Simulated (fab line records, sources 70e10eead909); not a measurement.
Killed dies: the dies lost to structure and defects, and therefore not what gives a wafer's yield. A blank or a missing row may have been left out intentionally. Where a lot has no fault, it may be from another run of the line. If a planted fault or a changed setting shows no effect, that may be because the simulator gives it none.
fab line records	flow nand-harc
record: lots: 13	wafers: 39	last-day: 33
route steps=1302 shown P_GATE@197 P_CONTACT@217 END@1302
lots that met no fault: taken from a fault-free run of the same line
start-h: start of the lot's first displayed wafer, in hours after the record's first day	wait-h: hours from the lot's prior step to this one	" as in the row above	L1.1+2: one row covering several wafers at once	- no value, or no start given	* or withheld: withheld	< > ~ a bound
route shown NAME@n: names a module that has steps shown in the file, with the first one's number in the route	usual: mean/standard deviation taken from wafers without a fault	same: alike in all rows	chamber/n: place in a boat	sites: each site's reading	_std_site: standard deviation across them	_edge_site: the outer-site mean with the inner-site mean subtracted	radius-mm: how far each site lies from the wafer's centre	mask NAME#n: copy n	behind: the last tool/chamber to shape the wafer	hold: why the lot went on hold/how many hours it stayed there/how the hold came to an end	device: which transistor (n, p or np) failed to switch	end of line: tests run on the same wafers once the route is complete	a step given without rows: its recipe and nothing more	killed: count of dies lost to structure and defects at first sort (not the wafer's yield)	map: per-die view of a wafer (x killed, . not killed, _ where there is no die)
set.NAME: setting as actually run; set.NAME@STEP: the setting as run at that earlier step	model.NAME: the simulator's own value behind a step, which no gauge read
route steps across a sampled set of lots; one table per step, one row per wafer
services: when a tool's chamber went out of use (start-h, in hours from the record's first day, below 0 if earlier), for how many hours, and the reason
== steps ==
step: NHARC_P_GATE_EXPOSE_88
recipe: na: 0.6	target-cd-nm: 2000	dose-mj: 11.87	mask-id: P_HVN
lot.wafer	tool	chamber	start-h	wait-h	mask
L208.3+4+5	krf-scanner-03	0	127.37	-	P_HVN#0
L212.1+3+5	krf-scanner-01	0	158.86	-	P_HVN#0
L213.1+4+5	krf-scanner-03	0	170.96	-	P_HVN#0
L214.1+2+4	krf-scanner-01	0	181.57	-	P_HVN_R1#0
L215.1+4+6	krf-scanner-01	0	194.93	-	P_HVN#0
L220.2+4+6	krf-scanner-01	0	240.19	-	P_HVN#0
L223.1+2+6	krf-scanner-01	0	271.58	-	P_HVN#0
L224.2+3+5	krf-scanner-01	0	282.95	-	P_HVN#0
L225.4+5+6	krf-scanner-01	0	295.99	-	P_HVN#0
L227.1+3+4	krf-scanner-01	0	307.72	-	P_HVN#0
L228.1+2+6	krf-scanner-03	0	325.57	-	P_HVN#0
L229.2+5+6	krf-scanner-04	0	330.50	-	P_HVN#0
L230.1+2+5	krf-scanner-01	0	339.79	-	P_HVN#0
step: NHARC_P_GATE_CD_MEAS_91
recipe: target-cd-nm: 2000	landing-energy-ev: 500
usual: cd-nm: 1999.7/1.3
lot.wafer	tool	chamber	start-h	wait-h	hold	cd-nm
L208.3	cd-sem-03	0	127.52	-	-	2000.7
L208.4	"	0	"	"	-	2002.1
L208.5	"	0	"	"	-	2001.8
L212.1	cd-sem-02	0	159.01	-	-	1996.8
L212.3	"	0	"	"	-	1999.4
L212.5	"	0	"	"	-	1999.8
L213.1	cd-sem-01	0	171.11	-	-	2000.2
L213.4	"	0	"	"	-	1998.1
L213.5	"	0	"	"	-	1999.2
L214.1	cd-sem-02	0	181.72	-	await-dispo/0.2h/release	2081.2
L214.2	"	0	"	"	await-dispo/0.2h/release	2080.5
L214.4	"	0	"	"	await-dispo/0.2h/release	2082.0
L214.1	cd-sem-02	0	-	-	-	2080.9
L214.2	"	0	"	"	-	2080.7
L214.4	"	0	"	"	-	2082.2
L215.1	cd-sem-02	0	195.09	-	-	1999.0
L215.4	"	0	"	"	-	2000.2
L215.6	"	0	"	"	-	1999.6
L220.2	cd-sem-02	0	240.34	-	-	1999.6
L220.4	"	0	"	"	-	1999.8
L220.6	"	0	"	"	-	2001.5
L223.1	cd-sem-01	0	271.73	-	-	1998.3
L223.2	"	0	"	"	-	1999.0
L223.6	"	0	"	"	-	1997.1
L224.2	cd-sem-03	0	283.11	-	-	1999.6
L224.3	"	0	"	"	-	1999.0
L224.5	"	0	"	"	-	1999.2
L225.4	cd-sem-02	0	296.14	-	-	2000.0
L225.5	"	0	"	"	-	1996.5
L225.6	"	0	"	"	-	1998.0
L227.1	cd-sem-01	0	307.88	-	-	1999.1
L227.3	"	0	"	"	-	1997.9
L227.4	"	0	"	"	-	1997.8
L228.1	cd-sem-01	0	325.73	-	-	2001.7
L228.2	"	0	"	"	-	1999.2
L228.6	"	0	"	"	-	1999.8
L229.2	cd-sem-01	0	330.65	-	-	2000.6
L229.5	"	0	"	"	-	1999.7
L229.6	"	0	"	"	-	2000.1
L230.1	cd-sem-03	0	339.94	-	-	1999.0
L230.2	"	0	"	"	-	2000.6
L230.5	"	0	"	"	-	2000.1
step: NHARC_P_GATE_RTA_80
recipe: temp-c: 300	time-s: 30
usual: lamp_zone_7_pct: 2.00/0.073	wafer_temp_C_max: 302.6/0.44
same: time-s: 30
lot.wafer	tool	chamber	start-h	wait-h	lamp_zone_7_pct	wafer_temp_C_max
L208.3	rtp-anneal-02	0	130.01	-	2.06	302.5
L208.4	"	0	"	"	2.06	302.6
L208.5	"	0	"	"	2.06	303.2
L212.1	rtp-anneal-02	0	161.44	-	2.06	302.4
L212.3	"	0	"	"	2.06	302.9
L212.5	"	0	"	"	2.06	303.5
L213.1	rtp-anneal-02	0	173.64	-	2.06	303.0
L213.4	"	0	"	"	2.06	302.8
L213.5	"	0	"	"	2.06	303.1
L215.1	rtp-anneal-01	0	197.50	-	1.91	302.1
L215.4	"	0	"	"	1.91	301.7
L215.6	"	0	"	"	1.91	302.3
L220.2	rtp-anneal-02	0	242.80	-	2.06	302.3
L220.4	"	0	"	"	2.06	302.5
L220.6	"	0	"	"	2.06	302.7
L223.1	rtp-anneal-02	0	274.25	-	2.06	303.1
L223.2	"	0	"	"	2.06	302.9
L223.6	"	0	"	"	2.06	303.0
L224.2	rtp-anneal-01	0	285.54	-	1.92	303.1
L224.3	"	0	"	"	1.92	303.5
L224.5	"	0	"	"	1.92	302.7
L225.4	rtp-anneal-02	0	298.64	-	2.06	302.8
L225.5	"	0	"	"	2.06	302.9
L225.6	"	0	"	"	2.06	302.3
L227.1	rtp-anneal-01	0	310.28	-	1.91	302.7
L227.3	"	0	"	"	1.91	303.0
L227.4	"	0	"	"	1.91	301.9
L228.1	rtp-anneal-02	0	328.28	-	2.06	302.6
L228.2	"	0	"	"	2.06	302.7
L228.6	"	0	"	"	2.06	302.7
L229.2	rtp-anneal-01	0	333.09	-	1.91	303.0
L229.5	"	0	"	"	1.91	303.2
L229.6	"	0	"	"	1.91	302.4
L230.1	rtp-anneal-01	0	342.34	-	1.91	302.7
L230.2	"	0	"	"	1.91	302.8
L230.5	"	0	"	"	1.91	303.4
step: NHARC_P_GATE_RTA_82
recipe: temp-c: 450	time-s: 30
usual: lamp-power-pct: 3.71/0.14	lamp_zone_7_pct: 3.91/0.14	wafer_temp_C_max: 454.0/0.73
same: time-s: 30
lot.wafer	tool	chamber	start-h	wait-h	lamp-power-pct	lamp_zone_7_pct	wafer_temp_C_max
L208.3	rtp-anneal-01	0	130.47	-	3.58	3.78	454.2
L208.4	"	0	"	"	3.58	3.77	453.2
L208.5	"	0	"	"	3.58	3.78	453.9
L212.1	rtp-anneal-01	0	161.90	-	3.59	3.78	455.2
L212.3	"	0	"	"	3.58	3.77	453.8
L212.5	"	0	"	"	3.58	3.78	453.6
L213.1	rtp-anneal-02	0	174.24	-	3.85	4.07	453.3
L213.4	"	0	"	"	3.86	4.06	454.4
L213.5	"	0	"	"	3.86	4.07	453.4
L215.1	rtp-anneal-01	0	197.96	-	3.59	3.78	452.9
L215.4	"	0	"	"	3.59	3.77	452.6
L215.6	"	0	"	"	3.58	3.77	453.8
L220.2	rtp-anneal-01	0	243.26	-	3.59	3.78	454.5
L220.4	"	0	"	"	3.58	3.77	453.7
L220.6	"	0	"	"	3.58	3.77	453.8
L223.1	rtp-anneal-02	0	274.71	-	3.86	4.06	454.1
L223.2	"	0	"	"	3.85	4.06	453.8
L223.6	"	0	"	"	3.87	4.06	453.9
L224.2	rtp-anneal-02	0	286.00	-	3.86	4.06	454.1
L224.3	"	0	"	"	3.86	4.07	453.3
L224.5	"	0	"	"	3.86	4.07	454.0
L225.4	rtp-anneal-02	0	299.12	-	3.86	4.06	453.5
L225.5	"	0	"	"	3.85	4.07	453.3
L225.6	"	0	"	"	3.86	4.07	453.0
L227.1	rtp-anneal-01	0	310.80	-	3.59	3.77	454.5
L227.3	"	0	"	"	3.59	3.77	454.1
L227.4	"	0	"	"	3.59	3.78	454.2
L228.1	rtp-anneal-01	0	328.73	-	3.58	3.77	453.7
L228.2	"	0	"	"	3.59	3.78	454.6
L228.6	"	0	"	"	3.59	3.77	454.1
L229.2	rtp-anneal-02	0	333.55	-	3.86	4.06	453.7
L229.5	"	0	"	"	3.86	4.06	454.6
L229.6	"	0	"	"	3.85	4.06	454.1
L230.1	rtp-anneal-02	0	342.80	-	3.86	4.06	453.3
L230.2	"	0	"	"	3.85	4.06	452.9
L230.5	"	0	"	"	3.85	4.07	454.2
step: NHARC_P_CONTACT_DEP_30
recipe: target-thk-a: 300	temp-c: 400	target-thk-nm: 30	flow-sccm: 200	rf-w: 450	material: SiNx
usual: heater-power-w: 660/55	rf-fwd-power-W: 448.7/1.4
lot.wafer	tool	chamber	start-h	wait-h	heater-power-w	rf-fwd-power-W
L208.3	pecvd-02	2	130.81	0.2	761	449.1
L208.5	"	0	"	"	679	447.2
L208.4	"	2	"	"	760	447.7
L212.1	pecvd-01	0	162.16	0.1	631	449.5
L212.3	"	2	"	"	715	446.8
L212.5	"	0	"	"	625	448.3
L213.1	pecvd-01	0	174.54	0.1	623	449.6
L213.4	"	2	"	"	675	449.2
L213.5	"	1	"	"	674	449.2
L215.1	pecvd-04	1	198.30	0.1	712	448.2
L215.6	"	2	"	"	612	448.4
L215.4	"	1	"	"	697	447.4
L220.2	pecvd-02	1	243.58	0.1	672	451.0
L220.6	"	2	"	"	730	447.9
L220.4	"	1	"	"	657	451.1
L223.2	pecvd-02	1	275.18	0.3	684	447.9
L223.1	"	2	"	"	793	446.3
L223.6	"	2	"	"	793	447.9
L224.2	pecvd-04	2	286.24	0.1	644	447.3
L224.3	"	1	"	"	695	448.1
L224.5	"	2	"	"	651	449.5
L225.4	pecvd-02	1	299.42	0.2	766	449.2
L225.6	"	2	"	"	655	445.8
L225.5	"	0	"	"	678	450.0
L227.3	pecvd-04	1	311.07	0.1	617	446.8
L227.1	"	2	"	"	601	449.0
L227.4	"	1	"	"	600	446.2
L228.2	pecvd-04	0	329.04	0.1	642	450.2
L228.1	"	1	"	"	744	450.6
L228.6	"	2	"	"	509	448.0
L229.2	pecvd-02	0	333.87	0.1	636	449.4
L229.5	"	1	"	"	742	450.0
L229.6	"	2	"	"	709	446.5
L230.2	pecvd-04	1	343.27	0.1	626	449.6
L230.1	"	2	"	"	627	449.9
L230.5	"	2	"	"	629	447.4
step: NHARC_END_SORT_01
recipe: temp-c: 25
usual: defect-limited-yield: 90.3/3	killed-at-array: 60/21	killed-at-other: 1.0/1.2	killed-at-periphery: 4.2/2.8	killed-dies: 65/20	killed-open: 3.1/1.8	killed-short: 2.6/1.6
same: gross-dies: 677
lot.wafer	tool	chamber	start-h	wait-h	defect-limited-yield[%]	killed-at-array	killed-at-other	killed-at-periphery	killed-dies	killed-open	killed-short
L215.1	prober-01	0	656.42	2.5	88.6	69	6	2	77	6	2
L215.4	prober-01	0	658.78	3.4	87.3	85	0	1	86	5	1
L215.6	prober-01	0	660.36	3.9	87.3	83	1	2	86	3	3
L220.2	prober-01	0	694.11	2.8	91.6	55	0	2	57	4	2
L220.4	prober-01	0	695.73	3.4	93.6	36	0	7	43	2	5
L220.6	prober-01	0	697.36	4.1	93.2	39	0	7	46	1	2
L227.1	prober-01	0	763.23	2.5	89.7	65	0	5	70	3	0
L227.3	prober-01	0	764.83	3.1	88.6	71	0	6	77	3	0
L227.4	prober-01	0	765.63	3.4	86.4	88	0	4	92	3	2
L225.4	prober-02	0	767.34	3.4	91.4	51	3	4	58	2	2
L225.5	prober-02	0	768.14	3.7	93.4	43	1	1	45	3	3
L225.6	prober-02	0	768.93	4.0	94.5	35	0	2	37	3	1
killed by level:class
L215.1 A_CHANNEL_HOLE_D1:chamber-film-flake=32 A_SLIT:chamber-film-flake=13 A_CHANNEL_HOLE_D2:chamber-film-flake=7 THIN_TSV:chamber-film-flake=6 A_STAIRCASE:chamber-film-flake=2 A_WL_FILL:chamber-film-flake=2 A_CONTACT:chamber-film-flake=2 A_BONDPAD:chamber-film-flake=2
L215.4 A_CHANNEL_HOLE_D1:chamber-film-flake=34 A_SLIT:chamber-film-flake=33 A_CHANNEL_HOLE_D2:chamber-film-flake=9 A_WL_FILL:geometric-particle:open=2 A_ONON_D1:geometric-particle:open=1 A_CHANNEL_FILL_D1:geometric-particle:open=1 A_DECK1_JOINT:geometric-particle:short=1 A_SGD_CUT:geometric-particle:open=1
L215.6 A_SLIT:chamber-film-flake=32 A_CHANNEL_HOLE_D1:chamber-film-flake=31 A_CHANNEL_HOLE_D2:chamber-film-flake=8 A_DECK1_JOINT:chamber-film-flake=2 A_STAIRCASE:chamber-film-flake=2 P_CONTACT:geometric-particle:open=1 A_ONON_D1:geometric-particle:open=1 A_CHANNEL_FILL_D1:geometric-particle:short=1
L220.2 A_SLIT:chamber-film-flake=30 A_CHANNEL_HOLE_D1:chamber-film-flake=7 A_WL_FILL:chamber-film-flake=6 A_CHANNEL_HOLE_D2:geometric-particle:open=3 A_DECK1_JOINT:chamber-film-flake=2 A_CHANNEL_FILL_D2:chamber-film-flake=2 A_SOURCE_PLATE:geometric-particle:short=1 A_SOURCE_PLATE:geometric-particle:open=1
L220.4 A_SLIT:chamber-film-flake=20 P_CONTACT:chamber-film-flake=5 A_ONON_D1:geometric-particle:short=2 A_CHANNEL_FILL_D2:geometric-particle:short=2 P_BONDPAD:chamber-film-flake=2 A_CHANNEL_HOLE_D1:chamber-film-flake=2 A_STAIRCASE:chamber-film-flake=2 A_WL_FILL:chamber-film-flake=2
L220.6 A_SLIT:chamber-film-flake=18 P_CONTACT:chamber-film-flake=6 A_WL_FILL:chamber-film-flake=5 A_CONTACT:chamber-film-flake=4 A_ZERO_WELL:chamber-film-flake=2 A_CHANNEL_HOLE_D1:chamber-film-flake=2 A_STAIRCASE:chamber-film-flake=2 A_BLC:chamber-film-flake=2
L227.1 A_CHANNEL_HOLE_D1:chamber-film-flake=32 A_SLIT:chamber-film-flake=17 A_CONTACT:chamber-film-flake=5 P_GATE:chamber-film-flake=3 A_CHANNEL_HOLE_D2:chamber-film-flake=3 A_STAIRCASE:chamber-film-flake=2 A_CHANNEL_FILL_D1:geometric-particle:open=1 A_WL_FILL:geometric-particle:open=1
L227.3 A_CHANNEL_HOLE_D1:chamber-film-flake=41 A_SLIT:chamber-film-flake=17 P_GATE:chamber-film-flake=5 A_STAIRCASE:chamber-film-flake=4 A_WL_FILL:chamber-film-flake=4 P_CONTACT:geometric-particle:open=1 A_CHANNEL_FILL_D2:geometric-particle:open=1 A_BLC:geometric-particle:open=1
L227.4 A_CHANNEL_HOLE_D1:chamber-film-flake=37 A_SLIT:chamber-film-flake=34 A_CONTACT:chamber-film-flake=6 A_STAIRCASE:chamber-film-flake=3 P_GATE:chamber-film-flake=2 P_GATE:geometric-particle:open=1 A_CHANNEL_FILL_D1:geometric-particle:short=1 A_CHANNEL_FILL_D1:geometric-particle:open=1
L225.4 A_CHANNEL_HOLE_D2:chamber-film-flake=24 A_CHANNEL_HOLE_D1:chamber-film-flake=10 A_BLC:chamber-film-flake=5 A_CONTACT:chamber-film-flake=3 A_SLIT:chamber-film-flake=3 THIN_TSV:chamber-film-flake=3 A_STAIRCASE:chamber-film-flake=2 P_CONTACT:geometric-particle:short=1
L225.5 A_CHANNEL_HOLE_D2:chamber-film-flake=19 A_SLIT:chamber-film-flake=7 A_CONTACT:chamber-film-flake=4 A_WL_FILL:geometric-particle:short=2 A_CHANNEL_FILL_D1:chamber-film-flake=2 A_WL_FILL:chamber-film-flake=2 A_BLC:chamber-film-flake=2 P_M0:geometric-particle:short=1
L225.6 A_CHANNEL_HOLE_D2:chamber-film-flake=15 A_CHANNEL_HOLE_D1:chamber-film-flake=9 A_SLIT:chamber-film-flake=2 A_CONTACT:chamber-film-flake=2 P_STI:geometric-particle:open=1 A_SOURCE_PLATE:geometric-particle:short=1 A_ONON_D1:geometric-particle:open=1 A_DECK1_JOINT:geometric-particle:open=1
== services ==
tool	chamber	start-h	hours	kind
krf-scanner-04	-	117.63	0.5	repair
pecvd-01	-	130.05	13.0	pm
krf-scanner-01	-	133.29	9.4	repair
pecvd-04	-	136.37	0.5	repair
krf-scanner-01	-	144.55	4.0	pm
pecvd-01	1	144.67	20.0	repair
krf-scanner-03	-	159.09	0.3	repair
krf-scanner-04	-	174.33	1.0	repair
krf-scanner-01	-	176.73	4.5	repair
krf-scanner-04	-	182.00	4.0	pm
krf-scanner-01	-	212.04	1.8	repair
krf-scanner-03	-	224.03	4.0	pm
pecvd-02	-	227.00	13.0	pm
pecvd-02	0	227.00	13.0	vent-cycle
krf-scanner-03	-	262.59	0.5	repair
pecvd-04	-	269.14	13.0	pm
krf-scanner-03	-	270.94	2.8	repair
krf-scanner-01	-	275.42	1.2	repair
pecvd-04	-	287.53	0.9	repair
pecvd-01	-	311.07	13.0	pm
pecvd-02	0	316.03	2.9	repair
krf-scanner-01	-	316.55	4.0	pm
krf-scanner-04	-	316.59	6.2	repair
krf-scanner-03	-	318.92	1.0	repair
== key ==
first-sign: step: NHARC_P_GATE_EXPOSE_88	reading: mask	direction: changed
effect: step: NHARC_P_GATE_CD_MEAS_91	reading: visit	direction: added
effect: step: NHARC_P_GATE_CD_MEAS_91	reading: cd-nm	direction: up	sigmas: 64	usual: 1999.7	struck: 2081.2
met-at NHARC_P_GATE_EXPOSE_88
struck-lots L214
scrapped-behind NHARC_P_GATE_CD_MEAS_91 L214.1,L214.2,L214.4
not-acting-at NHARC_P_GATE_RTA_80,NHARC_P_GATE_RTA_82,NHARC_P_CONTACT_DEP_30
onset-between 158.86 181.57
fault: kind: wrong-mask	tool: any	chamber: -	onset-h: 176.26	steps: NHARC_P_GATE_EXPOSE_88	aux-copy: P_HVN_R1#0	cd-offset-nm: 82.546	scope: struck-lots-only
